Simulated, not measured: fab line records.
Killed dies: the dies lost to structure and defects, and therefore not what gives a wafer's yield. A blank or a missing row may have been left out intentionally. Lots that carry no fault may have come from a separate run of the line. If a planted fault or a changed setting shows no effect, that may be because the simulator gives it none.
fab line records	flow n5-finfet
record lots=24	wafers=72	last-day=19
route steps=1938 shown BEOL_M10@1520 BEOL_M11@1538 BEOL_M12@1613
lots that met no fault: taken from a fault-free run of the same line
start-h: start of the lot's first displayed wafer, in hours after the record's first day	wait-h: hours since the lot's step before	" same as the row above	L1.1+2: a row that stands for several wafers	- no value, or no start given	* or withheld: withheld	< > ~ a bound
route shown NAME@n: a module of which the file shows steps, and the number in the route of the first	usual: mean/standard deviation taken from wafers without a fault	same: alike in all rows	chamber/n: place in a boat	sites: readings site by site	_std_site: standard deviation across them	_edge_site: inner sites' mean taken away from outer sites' mean	radius-mm: for every site, how far away it sits from the centre of the wafer	mask NAME#n: copy n	behind: the tool/chamber that last shaped the wafer	hold: why the lot went on hold/how many hours it stayed there/how the hold came to an end	device: whichever transistor did not switch (one of n, p or np)	end of line: at the end of the route, the tests of the same wafers	a step given without rows: its recipe and nothing more	killed: not the wafer's yield, but the dies lost to structure and defects at the first sort	map: the dies of a wafer, with x for killed, . for not killed, _ for no die there
set.NAME: the run value of the setting; set.NAME@STEP: its run value at that earlier step	model.NAME: the simulator's own value behind a step, which no gauge read
route steps across a sampled set of lots; one table per step, one row per wafer
services: when a tool's chamber went out of use (start-h, in hours from the record's first day, below 0 if earlier), for how many hours, and the reason
## steps
# step N5_BEOL_M10_CD_MEAS_35
# recipe target-cd-nm=70	polarity=opening
# usual cd-nm=69.9/0.67
lot.wafer	tool	chamber	start-h	wait-h	cd-nm
L075.2	cd-sem-02	-	236.52	0.0	69.7
L075.3	"	-	"	"	69.0
L075.5	"	-	"	"	69.6
L074.2	cd-sem-03	-	249.99	0.0	69.3
L074.3	"	-	"	"	69.3
L074.6	"	-	"	"	69.7
L076.1	cd-sem-01	-	265.46	0.0	70.2
L076.4	"	-	"	"	70.0
L076.5	"	-	"	"	70.5
L077.3	cd-sem-01	-	265.92	0.0	71.1
L077.5	"	-	"	"	71.3
L077.6	"	-	"	"	69.8
L078.1	cd-sem-01	-	275.35	0.0	70.2
L078.2	"	-	"	"	69.8
L078.3	"	-	"	"	69.5
L079.2	cd-sem-01	-	284.86	0.0	69.9
L079.4	"	-	"	"	70.7
L079.6	"	-	"	"	70.2
L082.4	cd-sem-03	-	287.20	0.0	70.5
L082.5	"	-	"	"	69.9
L082.6	"	-	"	"	70.6
L081.2	cd-sem-03	-	291.74	0.0	69.2
L081.3	"	-	"	"	69.6
L081.5	"	-	"	"	69.7
L080.1	cd-sem-03	-	300.61	0.0	70.1
L080.2	"	-	"	"	70.6
L080.6	"	-	"	"	69.9
L083.2	cd-sem-03	-	302.06	0.0	70.6
L083.3	"	-	"	"	70.4
L083.5	"	-	"	"	70.5
L084.1	cd-sem-03	-	302.45	0.0	70.8
L084.4	"	-	"	"	70.8
L084.6	"	-	"	"	70.6
L085.2	cd-sem-03	-	305.75	0.0	70.9
L085.3	"	-	"	"	69.7
L085.6	"	-	"	"	69.7
L086.2	cd-sem-03	-	310.67	0.0	69.4
L086.3	"	-	"	"	70.0
L086.4	"	-	"	"	69.6
L088.2	cd-sem-02	-	330.83	0.0	71.3
L088.5	"	-	"	"	71.1
L088.6	"	-	"	"	70.0
L087.1	cd-sem-01	-	336.63	0.0	69.3
L087.2	"	-	"	"	69.3
L087.6	"	-	"	"	70.0
L091.3	cd-sem-01	-	339.69	0.0	70.4
L091.4	"	-	"	"	70.6
L091.6	"	-	"	"	69.6
L089.2	cd-sem-02	-	356.46	0.0	70.5
L089.4	"	-	"	"	69.1
L089.5	"	-	"	"	70.0
L090.2	cd-sem-01	-	367.63	0.0	70.2
L090.3	"	-	"	"	70.4
L090.4	"	-	"	"	69.6
L093.1	cd-sem-02	-	372.86	0.0	70.2
L093.2	"	-	"	"	70.2
L093.4	"	-	"	"	70.0
L092.4	cd-sem-03	-	376.60	0.0	69.9
L092.5	"	-	"	"	71.2
L092.6	"	-	"	"	71.1
L094.1	cd-sem-03	-	397.51	0.0	68.7
L094.2	"	-	"	"	68.8
L094.3	"	-	"	"	69.4
L096.3	cd-sem-02	-	399.78	0.0	69.0
L096.5	"	-	"	"	69.7
L096.6	"	-	"	"	70.7
L097.1	cd-sem-03	-	399.82	0.0	68.6
L097.5	"	-	"	"	69.9
L097.6	"	-	"	"	70.4
L095.1	cd-sem-02	-	400.77	0.0	68.4
L095.4	"	-	"	"	70.5
L095.5	"	-	"	"	69.3
# step N5_BEOL_M10_SURFACE_TREAT_76
# recipe gas=Ar	time-s=*	ion-energy-ev=*	ion-current-ma-cm2=0.5	pressure-mtorr=*	ar-flow-sccm=30
# usual throttle-valve-pct=*
lot.wafer	tool	chamber	start-h	wait-h	throttle-valve-pct
L075.2	pvd-sputter-02	-	237.72	0.2	*
L075.3	"	-	"	"	*
L075.5	"	-	"	"	*
L074.2	pvd-sputter-02	-	250.74	0.2	*
L074.3	"	-	"	"	*
L074.6	"	-	"	"	*
L076.1	pvd-sputter-02	-	266.63	0.2	*
L076.4	"	-	"	"	*
L076.5	"	-	"	"	*
L077.3	pvd-sputter-02	-	266.87	0.2	*
L077.5	"	-	"	"	*
L077.6	"	-	"	"	*
L078.1	pvd-sputter-01	-	276.38	0.3	*
L078.2	"	-	"	"	*
L078.3	"	-	"	"	*
L079.2	pvd-sputter-03	-	285.89	0.3	*
L079.4	"	-	"	"	*
L079.6	"	-	"	"	*
L082.4	pvd-sputter-03	-	288.97	0.0	*
L082.5	"	-	"	"	*
L082.6	"	-	"	"	*
L081.2	pvd-sputter-02	-	293.35	0.4	*
L081.3	"	-	"	"	*
L081.5	"	-	"	"	*
L080.1	pvd-sputter-01	-	301.59	0.2	*
L080.2	"	-	"	"	*
L080.6	"	-	"	"	*
L083.2	pvd-sputter-03	-	302.99	0.3	*
L083.3	"	-	"	"	*
L083.5	"	-	"	"	*
L084.1	pvd-sputter-02	-	303.55	0.3	*
L084.4	"	-	"	"	*
L084.6	"	-	"	"	*
L085.2	pvd-sputter-02	-	307.19	0.2	*
L085.3	"	-	"	"	*
L085.6	"	-	"	"	*
L086.2	pvd-sputter-03	-	311.51	0.2	*
L086.3	"	-	"	"	*
L086.4	"	-	"	"	*
L088.2	pvd-sputter-03	-	331.72	0.3	*
L088.5	"	-	"	"	*
L088.6	"	-	"	"	*
L087.1	pvd-sputter-02	-	337.91	0.4	*
L087.2	"	-	"	"	*
L087.6	"	-	"	"	*
L091.3	pvd-sputter-01	-	340.60	0.3	*
L091.4	"	-	"	"	*
L091.6	"	-	"	"	*
L089.2	pvd-sputter-03	-	358.58	0.6	*
L089.4	"	-	"	"	*
L089.5	"	-	"	"	*
L090.2	pvd-sputter-03	-	369.93	0.2	*
L090.3	"	-	"	"	*
L090.4	"	-	"	"	*
L093.1	pvd-sputter-01	-	374.09	0.2	*
L093.2	"	-	"	"	*
L093.4	"	-	"	"	*
L092.4	pvd-sputter-01	-	378.77	0.2	*
L092.5	"	-	"	"	*
L092.6	"	-	"	"	*
L094.1	pvd-sputter-01	-	399.68	0.8	*
L094.2	"	-	"	"	*
L094.3	"	-	"	"	*
L096.3	pvd-sputter-03	-	400.91	0.2	*
L096.5	"	-	"	"	*
L096.6	"	-	"	"	*
L097.1	pvd-sputter-03	-	401.03	0.2	*
L097.5	"	-	"	"	*
L097.6	"	-	"	"	*
L095.1	pvd-sputter-02	-	403.38	1.7	*
L095.4	"	-	"	"	*
L095.5	"	-	"	"	*
# step N5_BEOL_M10_SPUTTER_48
# recipe material=Cu	target-thk-a=120	temp-c=-20	bias-v=60	power-w=26000	chamber-pressure-pa=0.13	time-s=2
# usual throttle-valve-pct=30.8/0.98
lot.wafer	tool	chamber	start-h	wait-h	throttle-valve-pct
L075.2	pvd-sputter-02	-	237.96	0.1	32.2
L075.3	"	-	"	"	31.8
L075.5	"	-	"	"	30.2
L074.2	pvd-sputter-01	-	250.92	0.1	32.3
L074.3	"	-	"	"	30.7
L074.6	"	-	"	"	29.7
L076.1	pvd-sputter-02	-	266.91	0.1	30.0
L076.4	"	-	"	"	31.3
L076.5	"	-	"	"	29.9
L077.3	pvd-sputter-01	-	267.23	0.1	30.9
L077.5	"	-	"	"	30.7
L077.6	"	-	"	"	29.7
L078.1	pvd-sputter-01	-	276.62	0.1	30.9
L078.2	"	-	"	"	32.3
L078.3	"	-	"	"	30.5
L079.2	pvd-sputter-03	-	286.13	0.1	28.9
L079.4	"	-	"	"	31.4
L079.6	"	-	"	"	30.3
L082.4	pvd-sputter-03	-	289.19	0.1	30.3
L082.5	"	-	"	"	30.3
L082.6	"	-	"	"	28.9
L081.2	pvd-sputter-02	-	293.85	0.2	30.1
L081.3	"	-	"	"	31.6
L081.5	"	-	"	"	32.4
L080.1	pvd-sputter-01	-	301.76	0.1	29.6
L080.2	"	-	"	"	30.7
L080.6	"	-	"	"	30.5
L083.2	pvd-sputter-02	-	303.23	0.1	30.0
L083.3	"	-	"	"	31.7
L083.5	"	-	"	"	31.6
L084.1	pvd-sputter-02	-	303.77	0.1	31.5
L084.4	"	-	"	"	30.3
L084.6	"	-	"	"	32.6
L085.2	pvd-sputter-01	-	307.38	0.1	29.5
L085.3	"	-	"	"	30.7
L085.6	"	-	"	"	32.1
L086.2	pvd-sputter-03	-	311.68	0.1	31.1
L086.3	"	-	"	"	30.6
L086.4	"	-	"	"	29.1
L088.2	pvd-sputter-03	-	332.30	0.3	30.6
L088.5	"	-	"	"	29.0
L088.6	"	-	"	"	31.4
L087.1	pvd-sputter-01	-	339.47	1.5	32.4
L087.2	"	-	"	"	30.5
L087.6	"	-	"	"	32.1
L091.3	pvd-sputter-02	-	341.00	0.1	32.3
L091.4	"	-	"	"	29.8
L091.6	"	-	"	"	30.5
L089.2	pvd-sputter-01	-	359.03	0.3	30.8
L089.4	"	-	"	"	29.7
L089.5	"	-	"	"	30.6
L090.2	pvd-sputter-03	-	370.13	0.1	30.9
L090.3	"	-	"	"	31.4
L090.4	"	-	"	"	28.8
L093.1	pvd-sputter-02	-	374.36	0.2	31.7
L093.2	"	-	"	"	30.3
L093.4	"	-	"	"	30.1
L092.4	pvd-sputter-02	-	378.97	0.1	32.5
L092.5	"	-	"	"	31.6
L092.6	"	-	"	"	30.3
L094.1	pvd-sputter-01	-	399.92	0.1	32.6
L094.2	"	-	"	"	30.9
L094.3	"	-	"	"	29.5
L096.3	pvd-sputter-01	-	401.14	0.1	31.2
L096.5	"	-	"	"	29.9
L096.6	"	-	"	"	30.7
L097.1	pvd-sputter-01	-	401.26	0.1	29.8
L097.5	"	-	"	"	30.6
L097.6	"	-	"	"	32.2
L095.1	pvd-sputter-02	-	403.98	0.3	31.6
L095.4	"	-	"	"	30.0
L095.5	"	-	"	"	32.1
# step N5_BEOL_M11_THK_MEAS_01
# recipe reads=SiCOH_lowk_of_BEOL_M11_ILD_DEP_00
# usual M11_ILD_THK=268/3.7
lot.wafer	tool	chamber	start-h	wait-h	M11_ILD_THK[nm]
L075.2	film-metro-02	-	243.91	0.4	262
L075.3	"	-	"	"	265
L075.5	"	-	"	"	267
L074.2	film-metro-01	-	254.66	0.4	261
L074.3	"	-	"	"	261
L074.6	"	-	"	"	267
L076.1	film-metro-01	-	269.05	0.4	269
L076.4	"	-	"	"	271
L076.5	"	-	"	"	270
L077.3	film-metro-01	-	269.59	0.3	269
L077.5	"	-	"	"	271
L077.6	"	-	"	"	274
L078.1	film-metro-02	-	278.55	0.4	269
L078.2	"	-	"	"	263
L078.3	"	-	"	"	263
L079.2	film-metro-01	-	288.52	0.4	269
L079.4	"	-	"	"	270
L079.6	"	-	"	"	273
L082.4	film-metro-02	-	290.90	0.2	277
L082.5	"	-	"	"	267
L082.6	"	-	"	"	267
L081.2	film-metro-02	-	295.46	0.4	274
L081.3	"	-	"	"	264
L081.5	"	-	"	"	269
L080.1	film-metro-02	-	303.38	0.4	266
L080.2	"	-	"	"	260
L080.6	"	-	"	"	270
L083.2	film-metro-02	-	305.14	0.4	263
L083.3	"	-	"	"	262
L083.5	"	-	"	"	266
L084.1	film-metro-01	-	305.44	0.4	266
L084.4	"	-	"	"	269
L084.6	"	-	"	"	276
L085.2	film-metro-01	-	308.99	0.4	264
L085.3	"	-	"	"	264
L085.6	"	-	"	"	269
L086.2	film-metro-02	-	313.49	0.4	267
L086.3	"	-	"	"	263
L086.4	"	-	"	"	269
L088.2	film-metro-01	-	333.94	0.4	264
L088.5	"	-	"	"	268
L088.6	"	-	"	"	268
L087.1	film-metro-02	-	341.20	0.4	268
L087.2	"	-	"	"	274
L087.6	"	-	"	"	272
L091.3	film-metro-01	-	342.61	0.3	263
L091.4	"	-	"	"	267
L091.6	"	-	"	"	267
L089.2	film-metro-02	-	361.22	0.4	266
L089.4	"	-	"	"	269
L089.5	"	-	"	"	272
L090.2	film-metro-02	-	371.95	0.4	270
L090.3	"	-	"	"	266
L090.4	"	-	"	"	274
L093.1	film-metro-01	-	376.01	0.4	268
L093.2	"	-	"	"	263
L093.4	"	-	"	"	273
L092.4	film-metro-01	-	380.59	0.2	270
L092.5	"	-	"	"	269
L092.6	"	-	"	"	269
L094.1	film-metro-02	-	401.70	0.4	264
L094.2	"	-	"	"	263
L094.3	"	-	"	"	271
L096.3	film-metro-02	-	402.84	0.3	268
L096.5	"	-	"	"	272
L096.6	"	-	"	"	271
L097.1	film-metro-01	-	402.87	0.4	269
L097.5	"	-	"	"	269
L097.6	"	-	"	"	268
L095.1	film-metro-01	-	405.59	0.4	268
L095.4	"	-	"	"	270
L095.5	"	-	"	"	269
# step N5_BEOL_M11_ETCH_66
# recipe chemistry=N2/H2	target=SOC	target-depth-a=1200	overetch-a=240	mask-material=SiARC	temp-c=40	time-s=180	ion-energy-ev=200	pressure-mtorr=30	source-w=840	bias-w=150	n2-flow-sccm=200	h2-flow-sccm=200
# usual drypump-motor-current-A=5.6/0.34	oes-product-au=0.60/0.055	rf-vpp-V=524.1/2.4	showerhead-plenum-p-Torr=2.55/0.082	throttle-valve-pct=18.09/0.19
lot.wafer	tool	chamber	start-h	wait-h	drypump-motor-current-A	oes-product-au	rf-hours-counter-h	rf-vpp-V	showerhead-plenum-p-Torr	throttle-valve-pct
L075.2	rie-diel-01	3	250.73	0.0	6.5	0.58	201	521.0	2.43	18.05
L075.3	"	0	"	"	5.8	0.57	206	524.6	2.53	18.17
L075.5	"	1	"	"	6.1	0.59	-	521.9	2.52	18.20
L074.2	rie-diel-02	1	264.77	0.0	5.6	0.57	207	526.1	2.63	18.13
L074.3	"	2	"	"	5.7	0.57	215	523.8	2.51	18.15
L074.6	"	1	"	"	5.6	0.58	-	526.0	2.63	18.14
L076.1	rie-diel-02	1	274.79	0.0	5.6	0.58	209	525.6	2.63	18.15
L076.4	"	0	"	"	5.8	0.67	76	522.3	2.48	17.51
L076.5	"	1	"	"	5.6	0.58	-	525.9	2.63	18.16
L077.3	rie-diel-03	2	275.24	0.0	5.4	0.60	169	523.4	2.52	18.04
L077.5	"	3	"	"	5.5	0.59	-	523.1	2.50	18.25
L077.6	"	0	"	"	5.4	0.59	-	524.1	2.53	18.12
L078.1	rie-diel-01	0	284.46	0.0	5.7	0.56	218	522.9	2.53	18.20
L078.2	"	3	"	"	6.5	0.57	213	520.0	2.42	18.09
L078.3	"	2	"	"	5.5	0.58	196	526.6	2.64	18.23
L079.2	rie-diel-03	1	291.20	0.0	5.9	0.70	28	527.3	2.70	17.96
L079.4	"	2	"	"	5.3	0.60	174	523.5	2.52	18.05
L079.6	"	3	"	"	5.5	0.58	-	523.7	2.50	18.26
L082.4	rie-diel-01	1	294.28	0.0	6.1	0.58	216	522.8	2.52	18.25
L082.5	"	3	"	"	6.4	0.56	-	520.4	2.42	18.07
L082.6	"	2	"	"	5.5	0.57	-	526.8	2.63	18.24
L081.2	rie-diel-01	0	298.82	0.0	5.8	0.57	224	523.9	2.53	18.20
L081.3	"	2	"	"	5.5	0.58	201	526.0	2.63	18.24
L081.5	"	3	"	"	6.4	0.57	-	520.4	2.42	18.09
L080.1	rie-diel-02	1	306.23	0.0	5.6	0.58	218	527.6	2.63	18.18
L080.2	"	3	"	"	5.0	0.71	52	528.8	2.69	17.85
L080.6	"	2	"	"	5.7	0.56	-	523.5	2.51	18.19
L083.2	rie-diel-03	2	307.79	0.0	5.3	0.59	179	523.2	2.51	18.06
L083.3	"	3	"	"	5.5	0.57	231	523.2	2.50	18.27
L083.5	"	3	"	"	5.5	0.58	-	521.8	2.50	18.26
L084.1	rie-diel-02	0	309.70	0.0	5.8	0.66	86	521.3	2.48	17.53
L084.4	"	1	"	"	5.6	0.57	219	524.9	2.63	18.16
L084.6	"	2	"	"	5.7	0.56	-	522.5	2.51	18.20
L085.2	rie-diel-02	1	313.69	0.0	5.6	0.58	221	526.4	2.63	18.17
L085.3	"	3	"	"	5.1	0.71	54	528.6	2.69	17.86
L085.6	"	3	"	"	5.0	0.70	-	527.8	2.69	17.86
L086.2	rie-diel-02	2	316.15	0.0	5.7	0.57	231	523.9	2.51	18.20
L086.3	"	1	"	"	5.6	0.57	221	523.9	2.63	18.17
L086.4	"	3	"	"	5.0	0.71	55	527.2	2.69	17.87
L088.2	rie-diel-02	1	341.78	0.0	5.6	0.57	232	527.2	2.62	18.19
L088.5	"	1	"	"	5.6	0.56	-	525.1	2.62	18.19
L088.6	"	2	"	"	5.6	0.55	-	523.0	2.50	18.20
L087.1	rie-diel-03	1	346.51	0.0	5.9	0.70	40	527.4	2.69	17.99
L087.2	"	3	"	"	5.5	0.57	239	522.6	2.50	18.28
L087.6	"	1	"	"	5.9	0.69	-	527.2	2.70	17.98
L091.3	rie-diel-03	2	348.12	0.0	5.3	0.59	188	523.3	2.51	18.06
L091.4	"	0	"	"	5.4	0.58	219	523.8	2.53	18.15
L091.6	"	2	"	"	5.4	0.58	-	522.7	2.51	18.06
L089.2	rie-diel-01	2	365.42	0.0	5.5	0.55	231	526.6	2.62	18.30
L089.4	"	0	"	"	5.7	0.55	-	522.2	2.52	18.23
L089.5	"	1	"	"	6.1	0.56	-	522.6	2.51	18.30
L090.2	rie-diel-03	2	374.56	0.0	5.4	0.58	195	523.8	2.51	18.08
L090.3	"	1	"	"	6.0	0.68	48	527.7	2.69	17.98
L090.4	"	0	"	"	5.5	0.57	226	522.0	2.52	18.16
L093.1	rie-diel-03	0	377.87	0.0	5.4	0.57	227	521.7	2.52	18.17
L093.2	"	1	"	"	6.0	0.69	49	526.7	2.69	17.99
L093.4	"	2	"	"	5.3	0.59	195	523.4	2.51	18.09
L092.4	rie-diel-01	2	386.17	0.1	5.5	0.55	-	526.1	2.62	18.31
L092.5	"	3	"	"	6.4	0.57	-	519.5	2.42	18.08
L092.6	"	0	"	"	5.8	0.55	-	523.7	2.52	18.24
L096.3	rie-diel-03	1	409.22	0.0	5.9	0.67	58	526.6	2.69	18.01
L096.5	"	2	"	"	5.3	0.58	-	524.3	2.50	18.10
L096.6	"	1	"	"	5.9	0.67	-	527.8	2.69	18.00
L094.1	rie-diel-01	1	409.39	0.0	6.1	0.78	5	522.0	2.50	17.94
L094.2	"	2	"	"	5.5	0.55	247	525.4	2.61	18.32
L094.3	"	3	"	"	6.5	0.56	232	518.8	2.41	18.10
L095.1	rie-diel-02	1	409.43	0.0	5.6	0.56	251	526.5	2.61	18.22
L095.4	"	0	"	"	5.8	0.63	-	520.0	2.46	17.59
L095.5	"	1	"	"	5.6	0.56	-	525.4	2.61	18.21
L097.1	rie-diel-03	1	410.30	0.0	5.9	0.67	59	527.9	2.69	18.01
L097.5	"	1	"	"	5.9	0.67	-	527.3	2.69	18.01
L097.6	"	2	"	"	5.3	0.57	-	523.8	2.50	18.11
# step N5_BEOL_M12_OVL_MEAS_11
# recipe points-per-wafer=44
# usual V11_OVL=-1/5.8
lot.wafer	tool	chamber	start-h	wait-h	V11_OVL[nm]
L075.2	overlay-02	0	255.47	0.0	4
L075.3	"	0	"	"	7
L075.5	"	0	"	"	12
L074.2	overlay-02	0	268.59	0.0	4
L074.3	"	0	"	"	-5
L074.6	"	0	"	"	1
L076.1	overlay-01	0	278.41	0.0	-13
L076.4	"	0	"	"	-5
L076.5	"	0	"	"	-7
L077.3	overlay-01	0	279.41	0.0	6
L077.5	"	0	"	"	7
L077.6	"	0	"	"	6
L078.1	overlay-02	0	287.65	0.0	5
L078.2	"	0	"	"	13
L078.3	"	0	"	"	9
L079.2	overlay-01	0	295.74	0.0	-6
L079.4	"	0	"	"	-6
L079.6	"	0	"	"	-4
L082.4	overlay-01	0	298.21	0.0	-10
L082.5	"	0	"	"	-2
L082.6	"	0	"	"	-1
L081.2	overlay-02	0	302.51	0.0	5
L081.3	"	0	"	"	-1
L081.5	"	0	"	"	1
L080.1	overlay-01	0	310.07	0.0	-4
L080.2	"	0	"	"	2
L080.6	"	0	"	"	-3
L083.2	overlay-02	0	312.04	0.0	9
L083.3	"	0	"	"	-2
L083.5	"	0	"	"	-7
L084.1	overlay-01	0	313.02	0.0	5
L084.4	"	0	"	"	-6
L084.6	"	0	"	"	-2
L085.2	overlay-01	0	317.91	0.0	-7
L085.3	"	0	"	"	1
L085.6	"	0	"	"	-1
L086.2	overlay-01	0	319.29	0.0	6
L086.3	"	0	"	"	6
L086.4	"	0	"	"	3
L088.2	overlay-01	0	344.83	0.0	7
L088.5	"	0	"	"	-1
L088.6	"	0	"	"	15
L087.1	overlay-01	0	351.08	0.0	-2
L087.2	"	0	"	"	-13
L087.6	"	0	"	"	-11
L091.3	overlay-01	0	351.73	0.0	-2
L091.4	"	0	"	"	2
L091.6	"	0	"	"	2
L089.2	overlay-01	0	369.67	0.0	-9
L089.4	"	0	"	"	-7
L089.5	"	0	"	"	-9
L090.2	overlay-02	0	378.52	0.0	4
L090.3	"	0	"	"	4
L090.4	"	0	"	"	2
L093.1	overlay-01	0	382.42	0.0	-4
L093.2	"	0	"	"	-2
L093.4	"	0	"	"	3
L092.4	overlay-02	0	391.70	0.0	-1
L092.5	"	0	"	"	-13
L092.6	"	0	"	"	-1
L096.3	overlay-02	0	412.66	0.0	-1
L096.5	"	0	"	"	2
L096.6	"	0	"	"	-3
L094.1	overlay-01	0	413.06	0.0	-4
L094.2	"	0	"	"	-5
L094.3	"	0	"	"	-5
L095.1	overlay-02	0	413.10	0.0	1
L095.4	"	0	"	"	3
L095.5	"	0	"	"	7
L097.1	overlay-01	0	415.32	0.0	-4
L097.5	"	0	"	"	-1
L097.6	"	0	"	"	-5
## services
tool	chamber	start-h	hours	kind
rie-diel-03	-	238.74	15.6	pm
rie-diel-02	-	241.28	5.4	repair
pvd-sputter-03	-	256.81	10.5	repair
rie-diel-03	0	260.05	1.3	repair
rie-diel-03	-	329.81	14.6	pm
rie-diel-01	-	333.19	2.8	pm
rie-diel-02	2	368.90	-	clean
rie-diel-02	2	368.90	-	consumable-replace:focus-ring
rie-diel-02	2	368.90	14.5	scheduled-down
rie-diel-02	2	368.90	14.5	vent-cycle
rie-diel-01	1	381.97	-	clean
rie-diel-01	1	381.97	-	consumable-replace:focus-ring
rie-diel-01	1	381.97	14.6	scheduled-down
rie-diel-01	1	381.97	14.6	vent-cycle
rie-diel-03	3	389.85	-	clean
rie-diel-03	3	389.85	-	consumable-replace:focus-ring
rie-diel-03	3	389.85	28.8	scheduled-down
rie-diel-03	3	389.85	28.8	vent-cycle
pvd-sputter-02	-	394.73	1.5	repair
rie-diel-01	0	396.67	-	clean
rie-diel-01	0	396.67	-	consumable-replace:focus-ring
rie-diel-01	0	396.67	15.8	scheduled-down
rie-diel-01	0	396.67	15.8	vent-cycle
rie-diel-02	2	402.51	9.0	repair
## key
fault none
